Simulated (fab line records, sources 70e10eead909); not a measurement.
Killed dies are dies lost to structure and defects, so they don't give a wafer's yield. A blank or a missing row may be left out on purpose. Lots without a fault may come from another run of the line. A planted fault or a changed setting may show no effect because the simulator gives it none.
fab line records | flow nand_harc
record lots=12 wafers=36 last_day=26
route steps=1159 shown A_BONDPAD@1087 THIN_TSV@1102 END@1159
lots that met no fault: from a run of the same line without faults
start_h: hours from the record's first day to the start of the lot's first wafer shown | wait_h: hours since the lot's step before | " the same as in the row above | L1.1+2: a row that stands for several wafers | - no value, or no start given | * or withheld: withheld | < > ~ a bound
route shown NAME@n: a module of which the file shows steps, and the number in the route of the first | usual: mean/standard deviation of fault-free wafers | same: alike in all rows | chamber/n: place in a boat | sites: the reading at each site | _std_site: their standard deviation | _edge_site: outer sites' mean less inner sites' | radius_mm: how far each site lies from the wafer's centre | mask NAME#n: copy n | behind: the tool/chamber that last shaped the wafer | hold: why the lot was held/for how many hours/how that ended | device: the transistor (n, p or np) that didn't switch | end of line: the same wafers' tests at the end of the route | a step without rows: its recipe alone | killed: dies lost to structure and defects at the first sort, not the wafer's yield | map: a wafer's dies, x killed, . not, _ none there
set.NAME: the setting as run; set.NAME@STEP: as run at that earlier step | model.NAME: the simulator's own value behind a step, which no gauge read
steps of the route over a sample of lots; a table a step, a row a wafer
services: from which hour (start_h, from the record's first day; less than 0 if before it) a tool's chamber was out of use, for how many hours, and why
## steps
# step NHARC_A_BONDPAD_ANNEAL_28
# recipe temp_c=225 time_s=90
# usual wafer_temp_C_max=226.16/0.25
# columns lot.wafer tool chamber start_h wait_h wafer_temp_C_max
L546.3 rtp_anneal-02 0 428.86 0.3 226.35
L546.4 " 0 " " 226.60
L546.5 " 0 " " 226.29
L547.1 rtp_anneal-01 0 435.59 - 226.34
L547.3 " 0 " " 226.44
L547.6 " 0 " " 226.33
L550.2 rtp_anneal-01 0 458.24 0.4 226.14
L550.5 " 0 " " 226.16
L550.6 " 0 " " 226.52
L555.2 rtp_anneal-02 0 481.78 0.4 226.49
L555.4 " 0 " " 226.00
L555.5 " 0 " " 226.44
L563.2 rtp_anneal-02 0 535.05 0.4 226.14
L563.3 " 0 " " 225.85
L563.4 " 0 " " 226.36
L559.2 rtp_anneal-01 0 538.62 0.4 225.99
L559.3 " 0 " " 226.09
L559.5 " 0 " " 225.93
L564.2 rtp_anneal-02 0 550.74 0.4 226.08
L564.4 " 0 " " 226.29
L564.5 " 0 " " 225.76
L562.1 rtp_anneal-02 0 556.26 - 226.52
L562.2 " 0 " " 226.36
L562.5 " 0 " " 226.15
L567.1 rtp_anneal-01 0 556.63 0.3 226.90
L567.4 " 0 " " 226.48
L567.5 " 0 " " 226.35
L558.1 rtp_anneal-01 0 570.62 0.3 226.00
L558.2 " 0 " " 226.15
L558.6 " 0 " " 226.22
L568.1 rtp_anneal-02 0 572.46 - 226.52
L568.2 " 0 " " 226.44
L568.4 " 0 " " 225.75
L569.2 rtp_anneal-01 0 575.04 - 226.14
L569.3 " 0 " " 226.14
L569.5 " 0 " " 226.14
# step NHARC_A_BONDPAD_INSPECT_23
# usual raw_defect_count=458/110
# columns lot.wafer tool chamber start_h wait_h raw_defect_count
L546.3 defect_inspect-02 - 429.65 0.0 322
L546.4 " - " " 503
L546.5 " - " " 318
L547.1 defect_inspect-01 - 436.46 0.0 653
L547.3 " - " " 512
L547.6 " - " " 361
L550.2 defect_inspect-01 - 459.11 0.0 372
L550.5 " - " " 354
L550.6 " - " " 425
L555.2 defect_inspect-02 - 482.61 0.0 393
L555.4 " - " " 309
L555.5 " - " " 365
L563.2 defect_inspect-02 - 535.88 0.0 409
L563.3 " - " " 321
L563.4 " - " " 308
L559.2 defect_inspect-02 - 539.47 0.0 625
L559.3 " - " " 428
L559.5 " - " " 470
L564.2 defect_inspect-01 - 551.58 0.0 494
L564.4 " - " " 695
L564.5 " - " " 587
L562.1 defect_inspect-02 - 557.16 0.0 437
L562.2 " - " " 420
L562.5 " - " " 515
L567.1 defect_inspect-02 - 557.50 0.0 454
L567.4 " - " " 392
L567.5 " - " " 652
L558.1 defect_inspect-02 - 571.49 0.0 496
L558.2 " - " " 355
L558.6 " - " " 506
L568.1 defect_inspect-02 - 573.36 0.0 359
L568.2 " - " " 622
L568.4 " - " " 348
L569.2 defect_inspect-02 - 575.88 0.0 389
L569.3 " - " " 381
L569.5 " - " " 443
# step NHARC_THIN_TSV_CMP_01
# recipe target_thk_um=3
# usual edge_zone_pressure_frac=1.000/0.0047 motor_current_A=11.9/1.1
# columns lot.wafer tool chamber start_h wait_h edge_zone_pressure_frac motor_current_A
L546.4 cmp-03 2 443.34 0.5 1.000 11.2
L546.3 " 0 " " 1.003 9.5
L546.5 " 2 " " 1.009 11.2
L547.3 cmp-04 3 449.08 0.6 0.993 13.9
L547.1 " 2 " " 0.997 13.2
L547.6 " 0 " " 1.001 12.2
L550.2 cmp-03 0 470.33 0.9 1.006 10.3
L550.6 " 2 " " 0.997 11.8
L550.5 " 3 " " 1.001 11.4
L555.4 cmp-04 2 496.41 0.4 0.996 12.2
L555.2 " 3 " " 0.999 13.5
L555.5 " 1 " " 1.011 11.7
L563.3 cmp-01 3 548.51 0.7 0.996 11.7
L563.2 " 0 " " 1.002 12.3
L563.4 " 1 " " 1.001 12.0
L559.3 cmp-01 0 552.98 0.7 1.000 12.7
L559.2 " 1 " " 1.005 12.0
L559.5 " 0 " " 1.006 12.3
L564.4 cmp-04 2 562.59 0.5 0.999 12.9
L564.2 " 0 " " 0.995 12.1
L564.5 " 2 " " 0.996 12.4
L567.4 cmp-04 2 568.35 0.4 1.004 12.4
L567.1 " 0 " " 0.993 11.6
L567.5 " 2 " " 0.997 12.5
L562.1 cmp-01 2 571.03 1.0 0.996 14.1
L562.2 " 1 " " 1.001 11.1
L562.5 " 2 " " 0.995 14.1
L558.2 cmp-04 0 582.71 0.9 0.996 11.5
L558.1 " 2 " " 1.014 12.6
L558.6 " 0 " " 1.003 11.7
L568.2 cmp-04 2 583.87 0.8 1.007 11.9
L568.1 " 0 " " 0.995 11.7
L568.4 " 1 " " 1.003 11.3
L569.3 cmp-04 3 590.11 0.7 1.009 13.8
L569.2 " 1 " " 1.001 11.3
L569.5 " 3 " " 0.998 14.2
# step NHARC_THIN_TSV_ETCH_59
# recipe target_depth_a=8800 icp_w=900 bias_w=100 Cl2_flow_sccm=60 bcl3_flow_sccm=30 time_s=138.1 chemistry=Cl2/BCl3
# usual drypump_motor_current_A=5.7/0.41 oes_product_au=1.002/0.0092 run_length_s=159.5/0.34 throttle_valve_pct=22.266/0.0092
# columns lot.wafer tool chamber start_h wait_h drypump_motor_current_A oes_product_au rf_hours_counter_h run_length_s throttle_valve_pct
L546.3 rie_metal-01 0 451.28 0.2 5.9 1.014 - 160.0 22.253
L546.4 " 1 " " 5.8 0.988 - 159.8 22.254
L546.5 " 0 " " 5.9 1.003 - 160.1 22.271
L547.1 rie_metal-02 0 456.81 0.2 5.1 1.010 1.3 159.7 22.269
L547.3 " 1 " " 6.5 0.995 - 159.8 22.264
L547.6 " 0 " " 5.1 1.001 - 159.3 22.264
L550.2 rie_metal-03 1 478.33 0.1 5.7 1.007 0.5 159.2 22.270
L550.5 " 1 " " 5.7 1.007 - 159.0 22.264
L550.6 " 0 " " 5.5 0.996 - 159.6 22.268
L555.2 rie_metal-02 1 503.89 0.1 6.5 0.995 2.8 159.4 22.273
L555.4 " 1 " " 6.5 1.003 - 159.5 22.269
L555.5 " 0 " " 5.1 0.998 - 159.4 22.271
L563.2 rie_metal-03 1 556.06 0.1 5.7 1.010 3.1 159.5 22.261
L563.4 " 1 " " 5.7 1.013 - 159.0 22.260
L563.3 " 0 " " 5.5 1.002 - 159.9 22.266
L559.2 rie_metal-02 1 560.46 0.1 6.5 1.006 4.4 181.5 22.270
L559.3 " 0 " " 5.1 1.010 - 159.9 22.262
L559.5 " 0 " " 5.1 1.004 - 159.4 22.262
L564.2 rie_metal-03 1 570.59 0.1 5.7 1.004 3.8 159.2 22.258
L564.4 " 1 " " 5.7 0.998 - 159.1 22.270
L564.5 " 1 " " 5.7 1.012 - 159.0 22.267
L567.1 rie_metal-03 1 576.98 0.2 5.7 1.001 4.0 159.7 22.262
L567.4 " 1 " " 5.7 0.993 - 159.2 22.284
L567.5 " 1 " " 5.7 1.008 - 159.0 22.267
L562.1 rie_metal-01 0 578.67 0.1 5.9 0.992 1.9 160.1 22.264
L562.2 " 0 " " 5.9 0.987 - 160.2 22.269
L562.5 " 0 " " 5.9 0.993 - 160.2 22.244
L558.2 rie_metal-02 1 590.52 0.1 6.5 1.000 0.5 181.5 22.251
L558.1 " 0 " " 5.1 0.988 0.5 159.7 22.264
L558.6 " 1 " " 6.5 0.998 - 159.5 22.271
L568.2 rie_metal-03 1 591.43 0.1 5.7 1.008 4.6 159.0 22.273
L568.1 " 0 " " 5.5 1.011 4.6 159.2 22.251
L568.4 " 0 " " 5.5 1.001 - 159.4 22.260
L569.2 rie_metal-03 1 597.77 0.2 5.7 1.005 4.8 159.8 22.260
L569.3 " 1 " " 5.7 1.002 - 159.3 22.253
L569.5 " 1 " " 5.7 1.012 - 159.1 22.267
# step NHARC_END_SORT_01
# recipe temp_c=25
# usual defect_limited_yield=95.4/1.8 killed_at_array=27/12 killed_at_other=0.5/0.9 killed_at_periphery=3.7/2.7 killed_dies=31/12 killed_open=3.3/2 killed_short=2.0/1.4 sort_bin_2_pct=1.4/0.74 sort_bin_3_pct=0.25/0.2 sort_bin_4_pct=2.9/1.1 sort_n_pass=646/12 sort_rim_yield_pct=96.4/2.8 sort_yield_pct=95.4/1.8
# same gross_dies=677 sort_bin_5_pct[%]=0 sort_bin_6_pct[%]=0 sort_bin_7_pct[%]=0 sort_bin_8_pct[%]=0 sort_rim_n_gross=106.00
# columns lot.wafer tool chamber start_h wait_h defect_limited_yield[%] killed_at_array killed_at_other killed_at_periphery killed_dies killed_open killed_short sort_bin_2_pct[%] sort_bin_3_pct[%] sort_bin_4_pct[%] sort_n_pass sort_rim_yield_pct[%] sort_yield_pct[%]
L546.3 prober-01 0 473.95 3.1 94.4 27 0 11 38 2 4 2.2 0 3.4 639 98.1 94.4
L546.4 prober-01 0 474.75 3.4 96.2 19 0 7 26 3 1 1.2 0 2.7 651 95.3 96.2
L546.5 prober-01 0 475.54 3.7 95.9 22 0 6 28 4 2 0.6 0 3.5 649 95.3 95.9
L547.1 prober-01 0 487.89 2.5 94.7 31 1 4 36 11 2 2.8 0.15 2.4 641 100.0 94.7
L547.3 prober-01 0 489.50 3.1 94.8 32 0 3 35 11 0 1.9 0.15 3.1 642 97.2 94.8
L547.6 prober-01 0 491.90 4.0 96.3 22 0 3 25 2 2 1.2 0.30 2.2 652 100.0 96.3
L550.2 prober-01 0 496.53 2.8 97.8 13 0 2 15 0 1 0.4 0.15 1.6 662 99.1 97.8
L550.5 prober-01 0 498.97 3.7 95.7 29 0 0 29 2 1 1.3 0 3.0 648 98.1 95.7
L550.6 prober-01 0 499.78 4.1 95.0 30 4 0 34 6 1 1.9 0.15 3.0 643 97.2 95.0
L555.2 prober-01 0 512.13 2.8 96.2 20 0 6 26 3 5 1.5 0 2.4 651 96.2 96.2
L555.4 prober-01 0 513.71 3.4 97.2 17 0 2 19 2 3 0.7 0.44 1.6 658 94.3 97.2
L555.5 prober-01 0 514.50 3.7 97.5 11 1 5 17 7 2 0.3 0 2.2 660 97.2 97.5
L563.2 prober-02 0 571.52 2.8 93.1 45 1 1 47 2 0 3.1 0.44 3.4 630 96.2 93.1
L563.3 prober-02 0 572.32 3.1 93.2 43 0 3 46 2 2 1.8 0.74 4.3 631 94.3 93.2
L563.4 prober-02 0 573.13 3.4 91.7 53 1 2 56 4 3 1.9 0.44 5.9 621 96.2 91.7
L559.2 prober-01 0 571.66 2.8 93.4 38 0 7 45 6 3 1.8 0.44 4.4 632 95.3 93.4
L559.3 prober-01 0 572.45 3.1 95.0 30 0 4 34 1 2 2.2 0 2.8 643 99.1 95.0
L559.5 prober-01 0 574.02 3.6 94.1 39 0 1 40 2 0 1.5 0.30 4.1 637 98.1 94.1
L564.2 prober-02 0 579.32 2.8 94.8 31 0 4 35 4 2 1.5 0.30 3.4 642 93.4 94.8
L564.4 prober-02 0 580.90 3.4 93.4 35 0 10 45 1 4 1.8 0.30 4.6 632 95.3 93.4
L564.5 prober-02 0 581.69 3.7 96.5 21 0 3 24 1 0 1.3 0.15 2.1 653 91.5 96.5
L567.1 prober-01 0 586.32 2.5 96.8 20 0 2 22 2 2 1.0 0.30 1.9 655 97.2 96.8
L567.4 prober-01 0 588.73 3.4 96.9 17 0 4 21 1 1 0.7 0.30 2.1 656 94.3 96.9
L567.5 prober-01 0 589.54 3.7 96.6 20 0 3 23 2 2 0.9 0 2.5 654 97.2 96.6
L562.1 prober-02 0 594.12 2.5 93.9 37 0 4 41 5 0 1.9 0.59 3.5 636 97.2 93.9
L562.2 prober-02 0 594.93 2.8 94.8 32 0 3 35 2 1 1.8 0.44 3.0 642 99.1 94.8
L562.5 prober-02 0 597.37 3.8 95.9 25 0 3 28 1 0 1.6 0.15 2.4 649 100.0 95.9
L558.1 prober-01 0 601.93 2.5 97.5 15 1 1 17 4 2 0.9 0.15 1.5 660 97.2 97.5
L558.2 prober-01 0 602.73 2.8 97.3 10 2 6 18 4 3 0.9 0 1.8 659 97.2 97.3
L558.6 prober-01 0 605.93 4.0 96.6 19 1 3 23 10 4 0.9 0.15 2.4 654 96.2 96.6
L568.1 prober-02 0 601.99 2.5 96.9 18 1 2 21 4 3 0.7 0.30 2.1 656 99.1 96.9
L568.2 prober-02 0 602.80 2.8 98.5 9 0 1 10 0 3 0.3 0.15 1.0 667 98.1 98.5
L568.4 prober-02 0 604.40 3.4 99.0 6 0 1 7 1 1 0 0 1.0 670 100.0 99.0
L569.2 prober-02 0 610.64 2.8 95.7 26 1 2 29 3 1 1.6 0.15 2.5 648 98.1 95.7
L569.3 prober-02 0 611.45 3.1 95.4 30 0 1 31 2 1 1.3 0.30 3.0 646 96.2 95.4
L569.5 prober-02 0 613.07 3.7 95.7 26 0 3 29 0 1 1.5 0.15 2.7 648 91.5 95.7
# killed by level:class
L546.3 A_CHANNEL_HOLE_D1:chamber_film_flake=11 A_SLIT:chamber_film_flake=8 P_ZERO_WELL:chamber_film_flake=3 P_STI:chamber_film_flake=3 A_STAIRCASE:chamber_film_flake=3 P_CONTACT:geometric_particle:open=2 P_GATE:chamber_film_flake=2 A_CHANNEL_FILL_D1:geometric_particle:short=1
L546.4 A_CHANNEL_HOLE_D1:chamber_film_flake=9 A_SLIT:chamber_film_flake=7 P_ZERO_WELL:chamber_film_flake=3 A_M0:geometric_particle:open=2 P_BONDPAD:chamber_film_flake=2 P_CONTACT:geometric_particle:open=1 A_M0:geometric_particle:short=1 P_STI:chamber_film_flake=1
L546.5 A_CHANNEL_HOLE_D1:chamber_film_flake=10 A_SLIT:chamber_film_flake=5 P_ZERO_WELL:chamber_film_flake=2 P_BONDPAD:chamber_film_flake=2 P_CONTACT:geometric_particle:open=1 A_ONON_D1:geometric_particle:short=1 A_ONON_D1:geometric_particle:open=1 A_CHANNEL_FILL_D1:geometric_particle:open=1
L547.1 A_CHANNEL_HOLE_D1:chamber_film_flake=12 A_CONTACT:geometric_particle:open=5 A_CONTACT:chamber_film_flake=3 A_BLC:geometric_particle:open=2 P_GATE:chamber_film_flake=2 A_WL_FILL:chamber_film_flake=2 P_STI:geometric_particle:open=1 A_ONON_D1:geometric_particle:open=1
L547.3 A_CHANNEL_HOLE_D1:chamber_film_flake=17 A_CONTACT:geometric_particle:open=4 A_M0:geometric_particle:open=3 P_GATE:chamber_film_flake=2 A_STAIRCASE:chamber_film_flake=2 A_CONTACT:chamber_film_flake=2 P_M2:geometric_particle:open=1 A_CHANNEL_HOLE_D1:geometric_particle:open=1
L547.6 A_CHANNEL_HOLE_D1:chamber_film_flake=12 A_CONTACT:chamber_film_flake=4 A_STAIRCASE:chamber_film_flake=3 P_M0:geometric_particle:short=1 A_SOURCE_PLATE:geometric_particle:short=1 A_ONON_D1:geometric_particle:open=1 A_M0:geometric_particle:open=1 P_STI:chamber_film_flake=1
L550.2 A_CHANNEL_HOLE_D1:chamber_film_flake=7 A_STAIRCASE:chamber_film_flake=3 A_CONTACT:chamber_film_flake=3 P_STI:geometric_particle:short=1 P_STI:chamber_film_flake=1
L550.5 A_CHANNEL_HOLE_D1:chamber_film_flake=16 A_CONTACT:chamber_film_flake=6 A_STAIRCASE:chamber_film_flake=3 A_SGD_CUT:geometric_particle:short=1 A_CONTACT:geometric_particle:open=1 A_M0:geometric_particle:open=1 A_SGD_CUT:chamber_film_flake=1
L550.6 A_CHANNEL_HOLE_D1:chamber_film_flake=18 THIN_TSV:chamber_film_flake=4 A_BONDPAD:chamber_film_flake=3 A_ONON_D1:geometric_particle:open=2 A_WL_FILL:geometric_particle:open=2 A_BLC:geometric_particle:open=2 A_WL_FILL:geometric_particle:short=1 A_STAIRCASE:chamber_film_flake=1
L555.2 A_CHANNEL_HOLE_D1:chamber_film_flake=5 A_STAIRCASE:chamber_film_flake=5 P_STI:chamber_film_flake=3 A_CONTACT:chamber_film_flake=3 A_WL_FILL:geometric_particle:short=2 P_GATE:geometric_particle:open=1 P_M0:geometric_particle:open=1 A_ONON_D1:geometric_particle:short=1
L555.4 A_STAIRCASE:chamber_film_flake=7 A_CHANNEL_HOLE_D1:chamber_film_flake=4 A_WL_FILL:geometric_particle:short=2 A_CONTACT:chamber_film_flake=2 P_M0:geometric_particle:open=1 A_ONON_D1:geometric_particle:short=1 A_CONTACT:geometric_particle:open=1 P_STI:chamber_film_flake=1
L555.5 A_CONTACT:chamber_film_flake=3 P_M0:geometric_particle:open=2 P_STI:chamber_film_flake=2 P_GATE:geometric_particle:open=1 A_ONON_D1:geometric_particle:open=1 A_CHANNEL_FILL_D1:geometric_particle:short=1 A_STAIRCASE:geometric_particle:open=1 A_CONTACT:geometric_particle:short=1
L563.2 A_CHANNEL_HOLE_D1:chamber_film_flake=19 A_CONTACT:chamber_film_flake=13 A_SLIT:chamber_film_flake=8 A_STAIRCASE:chamber_film_flake=2 A_CHANNEL_HOLE_D1:geometric_particle:open=1 A_BLC:geometric_particle:open=1 P_M1:chamber_film_flake=1 A_ZERO_WELL:chamber_film_flake=1
L559.2 A_CHANNEL_HOLE_D1:chamber_film_flake=17 P_M1:chamber_film_flake=5 A_M0:chamber_film_flake=4 A_CONTACT:chamber_film_flake=3 A_BLC:chamber_film_flake=3 A_CHANNEL_FILL_D1:geometric_particle:short=2 A_CONTACT:geometric_particle:open=2 P_M2:geometric_particle:open=1
L563.3 A_CHANNEL_HOLE_D1:chamber_film_flake=16 A_CONTACT:chamber_film_flake=14 A_SLIT:chamber_film_flake=11 P_GATE:geometric_particle:short=1 P_GATE:geometric_particle:open=1 P_CONTACT:geometric_particle:open=1 A_ONON_D1:geometric_particle:short=1 A_STAIRCASE:chamber_film_flake=1
L559.3 A_CHANNEL_HOLE_D1:chamber_film_flake=23 P_M1:chamber_film_flake=3 A_M0:chamber_film_flake=2 P_GATE:geometric_particle:short=1 A_ONON_D1:geometric_particle:short=1 A_BLC:geometric_particle:open=1 A_ZERO_WELL:chamber_film_flake=1 A_STAIRCASE:chamber_film_flake=1
L563.4 A_CHANNEL_HOLE_D1:chamber_film_flake=18 A_SLIT:chamber_film_flake=16 A_CONTACT:chamber_film_flake=10 A_STAIRCASE:chamber_film_flake=3 P_CONTACT:geometric_particle:open=1 A_SGD_CUT:geometric_particle:short=1 A_SGD_CUT:geometric_particle:open=1 A_WL_FILL:geometric_particle:short=1
L559.5 A_CHANNEL_HOLE_D1:chamber_film_flake=23 A_M0:chamber_film_flake=7 A_CONTACT:chamber_film_flake=5 P_GATE:geometric_particle:open=1 A_BLC:geometric_particle:open=1 A_ZERO_WELL:chamber_film_flake=1 A_STAIRCASE:chamber_film_flake=1 A_BLC:chamber_film_flake=1
L564.2 A_SLIT:chamber_film_flake=12 A_CHANNEL_HOLE_D1:chamber_film_flake=8 A_CONTACT:chamber_film_flake=4 P_M1:chamber_film_flake=2 P_GATE:geometric_particle:open=1 P_GATE:geometric_particle:short=1 A_CHANNEL_FILL_D1:geometric_particle:short=1 A_WL_FILL:geometric_particle:open=1
L564.4 A_SLIT:chamber_film_flake=13 A_CONTACT:chamber_film_flake=10 P_M1:chamber_film_flake=7 A_CHANNEL_HOLE_D1:chamber_film_flake=6 P_GATE:geometric_particle:short=1 A_ONON_D1:geometric_particle:open=1 A_ONON_D1:geometric_particle:short=1 A_CHANNEL_FILL_D1:geometric_particle:short=1
L564.5 A_SLIT:chamber_film_flake=13 A_CONTACT:chamber_film_flake=4 P_M1:chamber_film_flake=3 A_STAIRCASE:chamber_film_flake=2 A_CONTACT:geometric_particle:open=1 A_CHANNEL_HOLE_D1:chamber_film_flake=1
L567.1 A_CHANNEL_HOLE_D1:chamber_film_flake=6 A_M0:chamber_film_flake=5 A_BONDPAD:chamber_film_flake=3 A_STAIRCASE:chamber_film_flake=3 P_GATE:geometric_particle:short=1 P_CONTACT:geometric_particle:open=1 A_WL_FILL:geometric_particle:open=1 A_M1:geometric_particle:short=1
L567.4 A_CHANNEL_HOLE_D1:chamber_film_flake=6 A_STAIRCASE:chamber_film_flake=4 A_M0:chamber_film_flake=2 A_BONDPAD:chamber_film_flake=2 P_GATE:geometric_particle:open=1 A_M0:geometric_particle:short=1 P_ZERO_WELL:chamber_film_flake=1 P_STI:chamber_film_flake=1
L567.5 A_CHANNEL_HOLE_D1:chamber_film_flake=8 A_STAIRCASE:chamber_film_flake=6 A_CONTACT:chamber_film_flake=2 P_GATE:geometric_particle:short=1 P_CONTACT:geometric_particle:open=1 A_ONON_D1:geometric_particle:short=1 A_M0:geometric_particle:open=1 P_GATE:chamber_film_flake=1
L562.1 A_CHANNEL_HOLE_D1:chamber_film_flake=25 P_M1:chamber_film_flake=4 A_WL_FILL:chamber_film_flake=3 A_M0:geometric_particle:open=2 A_CONTACT:chamber_film_flake=2 A_CHANNEL_FILL_D1:geometric_particle:open=1 A_CONTACT:geometric_particle:open=1 A_M1:geometric_particle:open=1
L562.2 A_CHANNEL_HOLE_D1:chamber_film_flake=25 P_M1:chamber_film_flake=3 A_CONTACT:chamber_film_flake=2 A_CONTACT:geometric_particle:open=1 A_M0:geometric_particle:open=1 A_M1:geometric_particle:short=1 A_STAIRCASE:chamber_film_flake=1 A_SLIT:chamber_film_flake=1
L562.5 A_CHANNEL_HOLE_D1:chamber_film_flake=21 P_M1:chamber_film_flake=2 A_CONTACT:geometric_particle:open=1 P_GATE:chamber_film_flake=1 A_STAIRCASE:chamber_film_flake=1 A_WL_FILL:chamber_film_flake=1 A_CONTACT:chamber_film_flake=1
L558.1 A_CONTACT:chamber_film_flake=4 A_STAIRCASE:chamber_film_flake=3 A_CHANNEL_FILL_D1:chamber_film_flake=2 P_CONTACT:geometric_particle:open=1 A_SOURCE_PLATE:geometric_particle:open=1 A_ONON_D1:geometric_particle:short=1 A_CONTACT:geometric_particle:open=1 A_CONTACT:geometric_particle:short=1
L568.1 A_CHANNEL_HOLE_D1:chamber_film_flake=12 A_CONTACT:geometric_particle:open=2 P_STI:geometric_particle:short=1 A_CHANNEL_HOLE_D1:geometric_particle:short=1 A_CHANNEL_FILL_D1:geometric_particle:short=1 A_M0:geometric_particle:open=1 P_GATE:chamber_film_flake=1 STARTING-WAFER:geometric_particle:open=1
L558.2 A_CHANNEL_HOLE_D1:chamber_film_flake=4 P_M0:geometric_particle:short=2 A_CONTACT:chamber_film_flake=2 THIN_TSV:chamber_film_flake=2 P_GATE:geometric_particle:open=1 P_CONTACT:geometric_particle:open=1 P_M2:geometric_particle:open=1 A_CONTACT:geometric_particle:short=1
L568.2 A_CHANNEL_HOLE_D1:chamber_film_flake=5 P_GATE:geometric_particle:short=1 A_CHANNEL_FILL_D1:geometric_particle:short=1 A_WL_FILL:geometric_particle:short=1 A_SLIT:chamber_film_flake=1 A_CONTACT:chamber_film_flake=1
L568.4 A_CHANNEL_HOLE_D1:chamber_film_flake=3 P_M0:geometric_particle:short=1 A_CHANNEL_FILL_D1:geometric_particle:open=1 A_ZERO_WELL:chamber_film_flake=1 A_SLIT:chamber_film_flake=1
L558.6 A_CONTACT:chamber_film_flake=5 A_CONTACT:geometric_particle:open=3 A_CHANNEL_FILL_D1:geometric_particle:open=2 A_CHANNEL_HOLE_D1:chamber_film_flake=2 P_M0:geometric_particle:open=1 P_M1:geometric_particle:open=1 A_ONON_D1:geometric_particle:open=1 A_CHANNEL_FILL_D1:geometric_particle:short=1
L569.2 A_SLIT:chamber_film_flake=19 A_CHANNEL_HOLE_D1:chamber_film_flake=3 P_M2:geometric_particle:short=1 A_CHANNEL_FILL_D1:geometric_particle:open=1 A_BLC:geometric_particle:open=1 STARTING-WAFER:geometric_particle:open=1 P_GATE:chamber_film_flake=1 A_STAIRCASE:chamber_film_flake=1
L569.3 A_SLIT:chamber_film_flake=19 A_CHANNEL_HOLE_D1:chamber_film_flake=5 A_CONTACT:geometric_particle:open=2 A_M0:geometric_particle:short=1 P_STI:chamber_film_flake=1 A_ZERO_WELL:chamber_film_flake=1 A_STAIRCASE:chamber_film_flake=1 A_CONTACT:chamber_film_flake=1
L569.5 A_SLIT:chamber_film_flake=14 A_CHANNEL_HOLE_D1:chamber_film_flake=7 P_STI:chamber_film_flake=2 A_STAIRCASE:chamber_film_flake=2 A_CHANNEL_FILL_D1:geometric_particle:short=1 P_ZERO_WELL:chamber_film_flake=1 A_WL_FILL:chamber_film_flake=1 A_CONTACT:chamber_film_flake=1
## services
# columns tool chamber start_h hours kind
cmp-04 - 404.87 - consumable_replace:conditioner
cmp-04 - 404.87 - consumable_replace:pad
cmp-01 - 432.06 0.3 repair
rie_metal-03 - 453.00 9.0 pm
rie_metal-03 0 453.00 9.0 vent_cycle
rie_metal-03 1 453.00 9.0 vent_cycle
cmp-03 - 457.93 4.0 pm
cmp-01 - 473.53 4.0 pm
cmp-01 - 497.91 2.0 repair
cmp-04 - 499.01 4.0 pm
cmp-04 - 503.01 - consumable_replace:conditioner
cmp-04 - 503.01 - consumable_replace:pad
rie_metal-01 - 509.00 9.0 pm
cmp-01 - 514.21 0.5 repair
cmp-04 - 517.08 1.4 repair
cmp-03 - 550.37 0.4 repair
cmp-03 - 555.95 4.0 pm
rie_metal-02 - 565.00 9.0 pm
cmp-01 - 571.53 4.0 pm
cmp-03 - 575.38 1.9 repair
rie_metal-01 1 578.22 10.3 repair
rie_metal-01 0 589.49 24.3 repair
cmp-03 - 595.32 2.3 repair
cmp-04 - 597.01 4.0 pm
## key
first_sign step=NHARC_THIN_TSV_ETCH_59 reading=run_length_s direction=up sigmas=65 usual=* struck=*
effect none on later readings
met_at NHARC_THIN_TSV_ETCH_59
struck_lots L558,L559
struck_wafers L558.2,L559.2
not_acting_at NHARC_A_BONDPAD_ANNEAL_28,NHARC_A_BONDPAD_INSPECT_23,NHARC_THIN_TSV_CMP_01
onset_between 503.89 560.46
fault kind=process_parameter_drift tool=rie_metal-02 chamber=- onset_h=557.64 steps=NHARC_THIN_TSV_ETCH_59 channel=time_s offset=* shape=step end_h=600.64 scope=struck_wafers_only acts_in=* stated=*
